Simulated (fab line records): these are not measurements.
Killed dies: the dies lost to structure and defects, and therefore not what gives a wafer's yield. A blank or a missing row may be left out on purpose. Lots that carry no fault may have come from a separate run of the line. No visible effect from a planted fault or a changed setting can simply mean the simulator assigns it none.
Which tool was responsible? -- flow nandHarc -- 18 wafers from 6 lots sampled at 2 of the route's 1159 steps

## WHAT THE GAUGES SHOWED, per wafer
NHARC_HYBRID_BOND_INSPECT_06: inspects for defects (ir void).
lot,measured,on,rawDefectCount
L849,day 18 22:51,defectInspect-01,46 32 38
L850,day 19 18:49,defectInspect-02,35 25 22
L854,day 20 20:52,defectInspect-02,23 15 19
L856,day 20 20:53,defectInspect-01,37 28 31
L861,day 23 05:22,defectInspect-02,60
L867,day 24 04:20,defectInspect-01,48 37 41

## WHAT TOOL EACH LOT RAN ON (gives the tool, then ch and the chambers of the sampled wafers, and finally the start)
lot,NHARC_P_M0_PVD_21
L849,"pvdSputter-02, day 6 15:26"
L850,"pvdSputter-02, day 6 21:14"
L854,"pvdSputter-01, day 8 03:50"
L856,"pvdSputter-03, day 8 10:03"
L861,"pvdSputter-01, day 10 03:44"
L867,"pvdSputter-02, day 11 06:55"
- NHARC_P_M0_PVD_21: deposits Cu, target thk 30 nm, time 20.49 s.

## THE ANSWER, worked out from the rows above alone
Rule: what is usual is taken from the lots themselves. Put in order of their means at a reading, lots are off if they are a third of the lots or fewer, leave a main group of 4 or more, and stand apart from it by a gap of 3 or more times the standard deviation of the main group's means; of several such gaps the widest counts. A main group whose means are all the same, to the digits that the tables above print for the reading, isn't used. Also off: a lot with no number at a reading for which 4 or more lots have one. Any other lot the step has rows for is counted as sound.
No lot is off on any of the readings shown, so nothing can be concluded from this.

## WHAT HAD BEEN PUT IN BY THE SIMULATOR
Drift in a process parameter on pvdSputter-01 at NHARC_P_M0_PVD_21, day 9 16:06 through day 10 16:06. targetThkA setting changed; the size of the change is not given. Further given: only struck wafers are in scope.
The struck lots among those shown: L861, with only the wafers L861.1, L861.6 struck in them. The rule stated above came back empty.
